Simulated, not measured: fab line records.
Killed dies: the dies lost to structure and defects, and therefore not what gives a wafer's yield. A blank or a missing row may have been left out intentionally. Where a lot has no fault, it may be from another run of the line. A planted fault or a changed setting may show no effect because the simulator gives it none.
fab line records	flow n5Finfet
record: lots: 11	wafers: 31	lastDay: 17
route steps=1938 shown BEOL_M5@1191 BEOL_M6@1195 PASSIVATION@1936
lots with no fault: from the same line, run without faults
startH: the number of hours between the record's first day and the start of the first shown wafer of the lot	waitH: time in hours since the lot's previous step	" the same as in the row above	L1.1+2: a row that stands for several wafers	- no value, or no start given	* or withheld: withheld	< > ~ a bound
route shown NAME@n: NAME is a module with steps in the file, n the number in the route of the first one	usual: mean and standard deviation over wafers with no fault	same: alike in all rows	chamber/n: place in a boat	sites: per-site readings	_std_site: their standard deviation	_edge_site: mean of outer sites minus mean of inner sites	radiusMm: for every site, how far away it sits from the centre of the wafer	mask NAME#n: copy n	behind: the tool/chamber that last shaped the wafer	hold: cause of the lot's hold/its duration in hours/its outcome	device: transistor that didn't switch, given as n, p or np	end of line: the route-end tests of the same wafers	step lacking rows: just its recipe	killed: count of dies lost to structure and defects at first sort (not the wafer's yield)	map: shows each die of a wafer: x if killed, . if not, _ if none is there
set.NAME: the setting the step ran with; set.NAME@STEP: the setting that earlier step ran with	model.NAME: the simulator's own value behind a step, which no gauge read
a sample of lots followed through the steps of the route, with each step as a table and each wafer as a row
services: from which hour (startH, from the record's first day; less than 0 if before it) a tool's chamber was out of use, for how many hours, and why
== steps ==
step: N5_BEOL_M5_DEP_56
recipe: material: SiCN	targetThkA: 80	tempC: withheld	precursor: 3MS/NH3	pressureTorr: 3	rfW: 202	timeS: 14
usual: showerheadPlenumPTorr: 3.673/0.011	throttleValvePct: 9.4/0.58
lot.wafer	tool	chamber	startH	waitH	showerheadPlenumPTorr	throttleValvePct
L610.1	pecvd-01	2	183.49	0.0	3.681	10.2
L610.4	"	0	"	"	3.691	9.0
L610.6	"	1	"	"	3.679	10.2
L612.2	pecvd-02	0	192.43	0.0	3.663	10.0
L612.4	"	0	"	"	3.672	9.8
L612.5	"	2	"	"	3.657	9.1
L613.2	pecvd-01	1	212.91	0.0	3.681	9.9
L613.5	"	1	"	"	3.676	10.0
L613.6	"	2	"	"	3.679	10.3
L614.2	pecvd-01	0	215.76	0.0	3.693	9.0
L614.4	"	0	"	"	3.681	8.9
L614.6	"	2	"	"	3.669	10.3
L615.5	pecvd-01	0	233.51	0.0	3.685	8.7
L615.6	"	1	"	"	3.682	10.0
L618.1	pecvd-01	1	244.58	0.0	3.686	10.0
L618.3	"	1	"	"	3.672	10.0
L618.4	"	0	"	"	3.685	8.6
L622.1	pecvd-01	1	259.09	0.0	3.675	10.1
L622.3	"	2	"	"	3.669	8.8
L626.1	pecvd-01	0	297.63	0.0	3.685	9.1
L626.2	"	1	"	"	3.674	10.1
L626.6	"	2	"	"	3.675	8.8
L628.1	pecvd-01	0	298.74	0.0	3.687	8.8
L628.5	"	0	"	"	3.685	9.1
L628.6	"	1	"	"	3.684	10.0
L630.2	pecvd-04	2	312.07	0.0	3.650	9.8
L630.3	"	0	"	"	3.663	8.7
L630.6	"	1	"	"	3.652	8.9
L631.1	pecvd-01	2	315.17	0.0	3.678	9.0
L631.4	"	2	"	"	3.673	8.6
L631.6	"	0	"	"	3.682	9.1
step: N5_BEOL_M6_CURE_74
recipe: tempC: 385	timeS: 240	ambient: He/Ar	material: SiCOH_lowk
usual: lampPowerPct: 52.32/0.059	wafer_temp_C_max: 386.9/0.56
lot.wafer	tool	chamber	startH	waitH	lampPowerPct	wafer_temp_C_max
L610.1	uvCure-02	2	183.68	0.0	52.28	386.8
L610.4	"	2	"	"	52.42	386.8
L610.6	"	2	"	"	52.33	386.6
L612.2	uvCure-03	0	192.70	0.1	52.35	386.2
L612.4	"	0	"	"	52.35	386.6
L612.5	"	0	"	"	52.38	386.3
L613.2	uvCure-02	1	213.66	0.6	52.40	386.4
L613.5	"	1	"	"	52.26	386.4
L613.6	"	1	"	"	52.22	386.6
L614.2	uvCure-03	0	216.04	0.1	52.46	387.0
L614.4	"	0	"	"	52.27	386.5
L614.6	"	0	"	"	52.26	386.9
L615.5	uvCure-03	0	234.03	0.3	52.24	386.4
L615.6	"	0	"	"	52.26	386.4
L618.1	uvCure-02	0	244.79	0.0	52.20	387.5
L618.3	"	0	"	"	52.33	388.0
L618.4	"	0	"	"	52.28	388.9
L622.1	uvCure-01	0	259.28	0.0	52.27	386.3
L622.3	"	0	"	"	52.29	386.2
L626.1	uvCure-02	0	297.82	0.0	52.34	386.6
L626.2	"	0	"	"	52.32	387.9
L626.6	"	0	"	"	52.35	387.8
L628.1	uvCure-01	2	298.94	0.0	52.28	386.9
L628.5	"	2	"	"	52.31	386.4
L628.6	"	2	"	"	52.29	387.5
L630.2	uvCure-03	0	312.35	0.1	52.34	386.1
L630.3	"	0	"	"	52.39	386.6
L630.6	"	0	"	"	52.29	386.3
L631.1	uvCure-01	2	315.37	0.0	52.36	386.5
L631.4	"	2	"	"	52.28	386.7
L631.6	"	2	"	"	52.36	386.9
step: N5_BEOL_M6_THK_MEAS_01
recipe: reads: SiCOH_lowk_of_BEOL_M6_ILD_DEP_00
usual: M6_ILD_THK: 154.3/1.9
lot.wafer	tool	chamber	startH	waitH	M6_ILD_THK[nm]
L610.1	filmMetro-02	-	184.20	0.4	152.4
L610.4	"	-	"	"	154.7
L610.6	"	-	"	"	155.1
L612.2	filmMetro-01	-	193.13	0.4	152.7
L612.4	"	-	"	"	154.4
L612.5	"	-	"	"	155.7
L613.2	filmMetro-01	-	214.10	0.4	152.5
L613.5	"	-	"	"	154.4
L613.6	"	-	"	"	154.1
L614.2	filmMetro-01	-	216.47	0.4	154.3
L614.4	"	-	"	"	152.9
L614.6	"	-	"	"	156.2
L615.5	filmMetro-02	-	234.23	0.1	152.6
L615.6	"	-	"	"	149.7
L618.1	filmMetro-01	-	245.30	0.4	153.6
L618.3	"	-	"	"	154.7
L618.4	"	-	"	"	157.0
L622.1	filmMetro-01	-	259.80	0.4	154.4
L622.3	"	-	"	"	154.8
L626.1	filmMetro-02	-	298.33	0.4	154.6
L626.2	"	-	"	"	153.2
L626.6	"	-	"	"	154.5
L628.1	filmMetro-02	-	299.45	0.4	152.2
L628.5	"	-	"	"	154.3
L628.6	"	-	"	"	153.4
L630.2	filmMetro-02	-	312.78	0.4	153.9
L630.3	"	-	"	"	155.0
L630.6	"	-	"	"	155.6
L631.1	filmMetro-01	-	315.88	0.4	155.1
L631.4	"	-	"	"	157.7
L631.6	"	-	"	"	156.7
step: N5_BEOL_M6_HM_DEP_02
recipe: material: TiN	targetThkA: 200	tempC: 25	chamberPressurePa: 0.49996
usual: chamberPressurePa: 0.5000/0.00094	substrateTempC: 24.99/0.11	throttleValvePct: 30.3/1
lot.wafer	tool	chamber	startH	waitH	chamberPressurePa	substrateTempC	throttleValvePct
L610.1	pvdSputter-01	-	184.29	0.0	0.5003	25.06	29.9
L610.4	"	-	"	"	0.5000	25.01	31.0
L610.6	"	-	"	"	0.5001	24.94	31.8
L612.2	pvdSputter-01	-	193.30	0.1	0.5003	25.04	28.4
L612.4	"	-	"	"	0.5000	25.00	31.3
L612.5	"	-	"	"	0.5007	25.30	31.5
L613.2	pvdSputter-02	-	214.74	0.6	0.4990	24.86	30.3
L613.5	"	-	"	"	0.4996	25.01	30.0
L613.6	"	-	"	"	0.4987	24.96	31.9
L614.2	pvdSputter-02	-	217.70	1.2	0.5008	25.05	30.1
L614.4	"	-	"	"	0.4997	24.96	29.8
L614.6	"	-	"	"	0.4995	25.01	30.3
L615.5	pvdSputter-01	-	235.90	1.6	0.4995	24.93	31.3
L615.6	"	-	"	"	0.5001	25.16	30.1
L618.1	pvdSputter-01	-	246.33	1.0	0.5005	24.96	31.4
L618.3	"	-	"	"	0.5008	24.99	28.5
L618.4	"	-	"	"	0.4995	25.03	31.2
L622.1	pvdSputter-02	-	262.76	2.9	0.5003	25.05	32.1
L622.3	"	-	"	"	0.5021	25.09	30.4
L626.1	pvdSputter-02	-	299.68	1.3	0.4996	24.97	29.9
L626.2	"	-	"	"	0.4992	24.76	30.3
L626.6	"	-	"	"	0.4999	25.00	29.8
L628.1	pvdSputter-03	-	300.12	0.6	0.5013	25.06	29.7
L628.5	"	-	"	"	0.4989	24.96	30.9
L628.6	"	-	"	"	0.5002	25.11	29.3
L630.2	pvdSputter-03	-	313.88	1.0	0.4993	25.12	29.3
L630.3	"	-	"	"	0.5004	24.76	30.8
L630.6	"	-	"	"	0.5000	24.89	30.6
L631.1	pvdSputter-01	-	316.82	0.9	0.5002	24.94	29.9
L631.4	"	-	"	"	0.5000	24.89	31.7
L631.6	"	-	"	"	0.4995	25.08	29.9
step: N5_BEOL_M6_INSPECT_13
recipe: mode: adi	inspectInstrument: brightfield
usual: rawDefectCount: 392/90
lot.wafer	tool	chamber	startH	waitH	rawDefectCount
L610.1	defectInspect-02	-	184.72	0.0	496
L610.4	"	-	"	"	369
L610.6	"	-	"	"	428
L612.2	defectInspect-01	-	194.02	0.0	432
L612.4	"	-	"	"	387
L612.5	"	-	"	"	391
L613.2	defectInspect-02	-	215.29	0.0	350
L613.5	"	-	"	"	351
L613.6	"	-	"	"	403
L614.2	defectInspect-02	-	218.25	0.0	344
L614.4	"	-	"	"	378
L614.6	"	-	"	"	355
L615.5	defectInspect-01	-	236.28	0.0	846
L615.6	"	-	"	"	837
L618.1	defectInspect-01	-	246.91	0.0	976
L618.3	"	-	"	"	820
L618.4	"	-	"	"	860
L622.1	defectInspect-02	-	263.32	0.0	561
L622.3	"	-	"	"	494
L626.1	defectInspect-01	-	300.11	0.0	415
L626.2	"	-	"	"	371
L626.6	"	-	"	"	279
L628.1	defectInspect-02	-	300.54	0.0	376
L628.5	"	-	"	"	461
L628.6	"	-	"	"	358
L630.2	defectInspect-02	-	314.32	0.0	545
L630.3	"	-	"	"	572
L630.6	"	-	"	"	517
L631.1	defectInspect-02	-	317.37	0.0	337
L631.4	"	-	"	"	331
L631.6	"	-	"	"	471
step: N5_BEOL_M6_INSPECT_30
recipe: mode: adi	inspectInstrument: brightfield
usual: rawDefectCount: 392/91
lot.wafer	tool	chamber	startH	waitH	rawDefectCount
L610.1	defectInspect-01	-	185.79	0.1	500
L610.4	"	-	"	"	346
L610.6	"	-	"	"	422
L612.2	defectInspect-02	-	195.52	0.0	435
L612.4	"	-	"	"	373
L612.5	"	-	"	"	384
L613.2	defectInspect-01	-	217.32	0.0	341
L613.5	"	-	"	"	338
L613.6	"	-	"	"	342
L614.2	defectInspect-01	-	219.24	0.0	345
L614.4	"	-	"	"	372
L614.6	"	-	"	"	370
L615.5	defectInspect-02	-	238.56	0.0	825
L615.6	"	-	"	"	892
L618.1	defectInspect-02	-	251.07	0.1	975
L618.3	"	-	"	"	833
L618.4	"	-	"	"	859
L622.1	defectInspect-01	-	265.41	0.1	550
L622.3	"	-	"	"	487
L626.1	defectInspect-01	-	301.12	0.1	398
L626.2	"	-	"	"	356
L626.6	"	-	"	"	266
L628.1	defectInspect-01	-	301.65	0.1	362
L628.5	"	-	"	"	487
L628.6	"	-	"	"	338
L630.2	defectInspect-01	-	315.25	0.1	569
L630.3	"	-	"	"	597
L630.6	"	-	"	"	526
L631.1	defectInspect-01	-	319.25	0.1	330
L631.4	"	-	"	"	336
L631.6	"	-	"	"	483
step: N5_PASSIVATION_PROBE_49
usual: defectLimitedYield: 91.7/1.7	killed_at_M0_to_M3: 34/10	killed_at_M4_up: 13/5.1	killedAtContacts: 12/6.2	killedAtFrontEnd: 36/12	killedAtOther: 3.2/2.6	killedDies: 98/20	killedOnRim: 13/4.5	killedOpen: 65/13	killedShort: 32/8.4	sort_bin_5_function: 4.8/1.1	sort_bin_6_memory: 3.2/0.74	sort_bin_8_speed: 0.00/0.012	sortNPass: 1082/20	sortYieldPct: 91.7/1.7
same: grossDies: 1180	killedAtBackSide: 0	sort_bin_4_leakage[%]: 0
lot.wafer	tool	chamber	startH	waitH	defectLimitedYield[%]	killed_at_M0_to_M3	killed_at_M4_up	killedAtContacts	killedAtFrontEnd	killedAtOther	killedDies	killedOnRim	killedOpen	killedShort	sort_bin_5_function[%]	sort_bin_6_memory[%]	sort_bin_8_speed[%]	sortNPass	sortYieldPct[%]
L615.5	prober-02	-	327.34	0.2	86.9	22	87	3	40	2	154	31	43	27	7.7	2.9	0	1026	86.9
L615.6	prober-02	-	327.39	0.3	87.9	16	75	14	36	2	143	29	55	21	7.0	3.2	0	1037	87.9
L618.1	prober-02	-	331.27	0.0	83.9	33	73	10	72	2	190	33	79	50	10.0	4.7	0	990	83.9
L618.3	prober-02	-	331.37	0.1	78.4	70	126	3	51	5	255	26	81	59	12.4	6.1	0	925	78.4
L618.4	prober-02	-	331.42	0.2	83.1	37	97	12	50	4	200	31	72	51	10.7	4.6	0	980	83.1
L628.1	prober-02	-	381.90	0.0	92.6	33	15	7	32	0	87	12	63	24	4.6	2.8	0	1093	92.6
L628.5	prober-02	-	382.10	0.2	92.0	31	16	6	40	1	94	11	59	34	4.8	2.7	0	1086	92.0
L628.6	prober-02	-	382.15	0.3	90.6	28	16	13	54	0	111	14	71	40	5.7	2.9	0	1069	90.6
killed by level:class
L615.5 BEOL_M6:unspecified=75 FIN_SAQP:geometricParticle:open=10 HKMG_FIN:areaEtch=9 FIN_SAQP:geometricParticle:short=8 BEOL_M3:geometricParticle:open=7 STI_FIN_REVEAL:geometricParticle:open=5 BEOL_M0_SAQP:geometricParticle:short=4 MOL_CONTACT_COAG:geometricParticle:open=3
L615.6 BEOL_M6:unspecified=67 MOL_CONTACT_COAG:geometricParticle:open=12 STI_FIN_REVEAL:geometricParticle:open=9 FIN_SAQP:geometricParticle:short=7 BEOL_M3:geometricParticle:open=6 FIN_SAQP:geometricParticle:open=5 STARTING-WAFER:geometricParticle:open=5 BEOL_M1:geometricParticle:open=4
L618.1 BEOL_M6:unspecified=60 FIN_SAQP:geometricParticle:short=23 FIN_SAQP:geometricParticle:open=11 STI_FIN_REVEAL:geometricParticle:open=11 DUMMY_GATE:geometricParticle:open=8 MOL_CONTACT_COAG:geometricParticle:open=8 BEOL_M0_SAQP:geometricParticle:short=8 BEOL_M0_SAQP:geometricParticle:open=8
L618.3 BEOL_M6:unspecified=114 BEOL_M0_SAQP:geometricParticle:short=20 BEOL_M0_SAQP:geometricParticle:open=17 BEOL_M1:geometricParticle:open=15 FIN_SAQP:geometricParticle:open=13 BEOL_M1:geometricParticle:short=9 STI_FIN_REVEAL:geometricParticle:open=8 DUMMY_GATE:geometricParticle:open=8
L618.4 BEOL_M6:unspecified=77 FIN_SAQP:geometricParticle:short=16 BEOL_M0_SAQP:geometricParticle:short=13 FIN_SAQP:geometricParticle:open=12 BEOL_M0_SAQP:geometricParticle:open=12 MOL_CONTACT_COAG:geometricParticle:open=9 BEOL_M4:geometricParticle:open=8 DUMMY_GATE:geometricParticle:open=7
L628.1 BEOL_M2:geometricParticle:open=11 MOL_CONTACT_COAG:geometricParticle:open=7 BEOL_M0_SAQP:geometricParticle:open=7 BEOL_M1:geometricParticle:open=7 BEOL_M4:geometricParticle:open=7 FIN_SAQP:geometricParticle:open=5 FIN_SAQP:geometricParticle:short=4 STI_FIN_REVEAL:geometricParticle:open=4
L628.5 BEOL_M0_SAQP:geometricParticle:open=8 DUMMY_GATE:geometricParticle:open=7 FIN_SAQP:geometricParticle:short=6 BEOL_M0_SAQP:geometricParticle:short=6 BEOL_M2:geometricParticle:open=6 STI_FIN_REVEAL:geometricParticle:open=5 BEOL_M4:geometricParticle:open=5 STARTING-WAFER:geometricParticle:short=5
L628.6 FIN_SAQP:geometricParticle:open=15 STI_FIN_REVEAL:geometricParticle:open=9 MOL_CONTACT_COAG:geometricParticle:open=9 BEOL_M1:geometricParticle:open=8 FIN_SAQP:geometricParticle:short=7 BEOL_M4:geometricParticle:open=6 BEOL_M3:geometricParticle:open=5 DUMMY_GATE:geometricParticle:short=5
== services ==
tool	chamber	startH	hours	kind
pecvd-04	0	176.00	2.2	repair
uvCure-03	-	179.65	0.4	repair
pecvd-01	-	180.37	0.9	repair
uvCure-03	-	183.24	0.6	repair
pecvd-01	2	190.80	4.7	repair
pecvd-02	0	197.89	5.5	scheduledDown
uvCure-01	-	202.40	0.3	repair
uvCure-03	-	202.90	12.5	repair
pecvd-01	0	207.72	6.4	repair
pecvd-04	1	208.31	2.1	scheduledDown
pecvd-01	2	220.22	-	clean
pecvd-01	2	220.22	-	consumableReplace:showerhead
pecvd-01	2	220.22	29.0	scheduledDown
pecvd-01	2	220.22	29.0	ventCycle
uvCure-01	-	227.77	2.8	pm
uvCure-02	-	231.73	3.9	repair
pecvd-02	-	233.00	0.7	repair
pecvd-04	-	252.22	14.6	pm
pvdSputter-01	-	260.51	3.0	repair
uvCure-03	-	269.42	7.5	pm
uvCure-02	-	284.96	2.9	repair
== key ==
firstSign: step: N5_BEOL_M6_INSPECT_13	reading: rawDefectCount	direction: up	sigmas: 5.3	usual: 392	struck: 868
effect: step: N5_BEOL_M6_INSPECT_30	reading: rawDefectCount	direction: up	sigmas: 5.3	usual: 392	struck: 877
effect: step: N5_PASSIVATION_PROBE_49	reading: killed_at_M4_up	direction: up	sigmas: 15	usual: 13	struck: 92
moreKillsBornAt: N5_BEOL_M6_HM_DEP_02@pvdSputter-01: 393
metAt N5_BEOL_M6_HM_DEP_02
struckLots L615,L618
notActingAt N5_BEOL_M5_DEP_56,N5_BEOL_M6_CURE_74,N5_BEOL_M6_THK_MEAS_01
onsetBetween 193.30 235.90
fault: kind: chamberParticleSource	tool: pvdSputter-01	chamber: -	onsetH: 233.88	steps: N5_BEOL_M6_HM_DEP_02	ratePerVisitCm2: 0.7415	endH: 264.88
